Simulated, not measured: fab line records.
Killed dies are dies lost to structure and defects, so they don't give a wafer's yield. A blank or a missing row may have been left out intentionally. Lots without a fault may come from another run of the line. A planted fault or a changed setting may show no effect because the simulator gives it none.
Lot-split experiment || flow n5_finfet || 7 lots, 21 wafers read, on a route of 1938 steps

SPLIT DETAILS
At N5_BEOL_M15_TRENCH_ETCH_34 (etches SiO2 in C4F8/O2/Ar, target depth 872.93 nm, time 199 s), the setting time_s was moved away from the recipe's 199 s on 8 of the 21 wafers read, by -18.8% to +15.1%. For the rest of the wafers, this setting stayed at what the recipe calls for.

FROM THE SPLIT TO THE READING: what the file shows between them, 7 steps
- N5_BEOL_M15_STRIP_36: strips in O2
- N5_BEOL_M15_ECD_47: material Cu, target thk 1860 nm
- N5_BEOL_M15_ANNEAL_48: time 90 s
- N5_BEOL_M15_CMP_49: polishes, stops on SiO2, t overpolish 4.9 s, target thk 850 nm
- N5_BEOL_M15_THK_MEAS_50: measures by xrf
- N5_BEOL_M15_PRE_CLEAN_52: time 15 s
- N5_BEOL_M15_DEP_53: deposits SiCN from 3MS/NH3, target thk 50 nm, time 17.8 s

THE READING
M15_RS in ohm/sq, measured at N5_BEOL_M15_RS_MEAS_54 by four-point-probe. Fault-free wafers of this fab line usually give 0.0218 ohm/sq, standard deviation 0.00048 ohm/sq.

{"wafer": "L076.2", "tool, chamber at the split": "rie_diel-04, 2", "time_s as run, s": 199, "against the recipe": "recipe", "M15_RS, ohm/sq": 0.0213, "against lot-mates on the recipe": "-"}
{"wafer": "L076.3", "tool, chamber at the split": "rie_diel-04, 3", "time_s as run, s": 210.8, "against the recipe": "+5.9%", "M15_RS, ohm/sq": 0.0203, "against lot-mates on the recipe": -0.0014}
{"wafer": "L076.5", "tool, chamber at the split": "rie_diel-04, 0", "time_s as run, s": 199, "against the recipe": "recipe", "M15_RS, ohm/sq": 0.0220, "against lot-mates on the recipe": "-"}
{"wafer": "L078.1", "tool, chamber at the split": "rie_diel-04, 1", "time_s as run, s": 199, "against the recipe": "recipe", "M15_RS, ohm/sq": 0.0222, "against lot-mates on the recipe": "-"}
{"wafer": "L078.2", "tool, chamber at the split": "rie_diel-04, 2", "time_s as run, s": 227.2, "against the recipe": "+14.2%", "M15_RS, ohm/sq": 0.0186, "against lot-mates on the recipe": -0.0036}
{"wafer": "L078.6", "tool, chamber at the split": "rie_diel-04, 3", "time_s as run, s": 227.2, "against the recipe": "+14.2%", "M15_RS, ohm/sq": 0.0188, "against lot-mates on the recipe": -0.0034}
{"wafer": "L082.2", "tool, chamber at the split": "rie_diel-03, 1", "time_s as run, s": 199, "against the recipe": "recipe", "M15_RS, ohm/sq": 0.0224, "against lot-mates on the recipe": "-"}
{"wafer": "L082.3", "tool, chamber at the split": "rie_diel-03, 2", "time_s as run, s": 199, "against the recipe": "recipe", "M15_RS, ohm/sq": 0.0225, "against lot-mates on the recipe": "-"}
{"wafer": "L082.4", "tool, chamber at the split": "rie_diel-03, 0", "time_s as run, s": 199, "against the recipe": "recipe", "M15_RS, ohm/sq": 0.0220, "against lot-mates on the recipe": "-"}
{"wafer": "L083.1", "tool, chamber at the split": "rie_diel-04, 2", "time_s as run, s": 229.1, "against the recipe": "+15.1%", "M15_RS, ohm/sq": 0.0181, "against lot-mates on the recipe": -0.0032}
{"wafer": "L083.2", "tool, chamber at the split": "rie_diel-04, 3", "time_s as run, s": 199, "against the recipe": "recipe", "M15_RS, ohm/sq": 0.0214, "against lot-mates on the recipe": "-"}
{"wafer": "L083.5", "tool, chamber at the split": "rie_diel-04, 2", "time_s as run, s": 199, "against the recipe": "recipe", "M15_RS, ohm/sq": 0.0212, "against lot-mates on the recipe": "-"}
{"wafer": "L085.1", "tool, chamber at the split": "rie_diel-03, 0", "time_s as run, s": 161.6, "against the recipe": "-18.8%", "M15_RS, ohm/sq": 0.0275, "against lot-mates on the recipe": "+0.0049"}
{"wafer": "L085.2", "tool, chamber at the split": "rie_diel-03, 2", "time_s as run, s": 199, "against the recipe": "recipe", "M15_RS, ohm/sq": 0.0226, "against lot-mates on the recipe": "-"}
{"wafer": "L085.5", "tool, chamber at the split": "rie_diel-03, 1", "time_s as run, s": 161.6, "against the recipe": "-18.8%", "M15_RS, ohm/sq": 0.0280, "against lot-mates on the recipe": "+0.0054"}
{"wafer": "L090.1", "tool, chamber at the split": "rie_diel-03, 0", "time_s as run, s": 199, "against the recipe": "recipe", "M15_RS, ohm/sq": 0.0216, "against lot-mates on the recipe": "-"}
{"wafer": "L090.5", "tool, chamber at the split": "rie_diel-03, 2", "time_s as run, s": 199, "against the recipe": "recipe", "M15_RS, ohm/sq": 0.0219, "against lot-mates on the recipe": "-"}
{"wafer": "L090.6", "tool, chamber at the split": "rie_diel-03, 0", "time_s as run, s": 199, "against the recipe": "recipe", "M15_RS, ohm/sq": 0.0220, "against lot-mates on the recipe": "-"}
{"wafer": "L093.1", "tool, chamber at the split": "rie_diel-04, 2", "time_s as run, s": 165.6, "against the recipe": "-16.8%", "M15_RS, ohm/sq": 0.0259, "against lot-mates on the recipe": "+0.0040"}
{"wafer": "L093.3", "tool, chamber at the split": "rie_diel-04, 3", "time_s as run, s": 199, "against the recipe": "recipe", "M15_RS, ohm/sq": 0.0219, "against lot-mates on the recipe": "-"}
{"wafer": "L093.5", "tool, chamber at the split": "rie_diel-04, 1", "time_s as run, s": 165.6, "against the recipe": "-16.8%", "M15_RS, ohm/sq": 0.0264, "against lot-mates on the recipe": "+0.0045"}

THE FIT
A straight line over all 21 wafers: M15_RS changes by -0.000267 ohm/sq for each +1% of time_s; r = -0.98; the points scatter about the line by 0.00049 ohm/sq.
The same after taking each lot's own level away (the mean of its wafers on the recipe; 21 wafers): -0.000253 ohm/sq for each +1%; r = -0.99; scatter 0.00027 ohm/sq.
According to that fit, moving time_s by its largest amount changes the reading by 0.0048 ohm/sq.
Across the lots, their own levels run from 0.02130 to 0.02260 ohm/sq, a range of 2.7 times the standard deviation given above.
Hence the lot-to-lot level has little effect on the slope; both slopes agree.
Check: +0.00483 ohm/sq against its lot-mates is what the line predicts for one of the wafers moved furthest among these (-18.8%) when that wafer is left out of the fit. It came out at +0.0049 ohm/sq against them.

THE OTHER SPLITS THESE WAFERS WENT THROUGH
These wafers also went through other splits before the reading. Each is held against what the fit with the lots' levels taken away leaves over:
{"other split on the same wafers": "N5_BEOL_M13_EXPOSE_07 dose_mj", "wafers away from the commonest value": 4, "r with M15_RS (lot level and that fit taken away)": -0.10}
{"other split on the same wafers": "N5_BEOL_M14_SPUTTER_44 power_w", "wafers away from the commonest value": 8, "r with M15_RS (lot level and that fit taken away)": "+0.32"}
{"other split on the same wafers": "N5_BEOL_M15_ETCH_61 time_s", "wafers away from the commonest value": 7, "r with M15_RS (lot level and that fit taken away)": "+0.08"}

THE WHOLE CHAIN: every reading that the file lists as answering this split, in the file's order
{"step": "N5_BEOL_M15_TRENCH_ETCH_34", "what it does": "etches SiO2 in C4F8/O2/Ar, target depth 872.93 nm, time 199 s", "reading": "etch.depth_nm (the simulator's own value, which no gauge read)", "change (the file's fit)": "+8.88 nm for each +1% of the setting", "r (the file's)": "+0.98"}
{"step": "N5_BEOL_M15_TRENCH_ETCH_34", "what it does": "etches SiO2 in C4F8/O2/Ar, target depth 872.93 nm, time 199 s", "reading": "coat_of_BEOL_M15_COAT_22.thk_nm (the simulator's own value, which no gauge read)", "change (the file's fit)": "-1.76 nm for each +1% of the setting", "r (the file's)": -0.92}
{"step": "N5_BEOL_M15_CMP_49", "what it does": "polishes, stops on SiO2, t overpolish 4.9 s, target thk 850 nm", "reading": "Cu_of_BEOL_M15_ECD_47.thk_nm (the simulator's own value, which no gauge read)", "change (the file's fit)": "+8.81 nm for each +1% of the setting", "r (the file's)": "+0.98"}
{"step": "N5_BEOL_M15_THK_MEAS_50", "what it does": "measures by xrf", "reading": "M15_THK", "change (the file's fit)": "+8.66 for each +1% of the setting", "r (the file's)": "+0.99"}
{"step": "N5_BEOL_M15_RS_MEAS_54", "what it does": "measures by four-point-probe", "reading": "M15_RS", "change (the file's fit)": "-0.000249 for each +1% of the setting", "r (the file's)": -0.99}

THE FILE'S OWN FIT
M15_RS changes by -0.000249 ohm/sq for each +1% of time_s, r = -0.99.
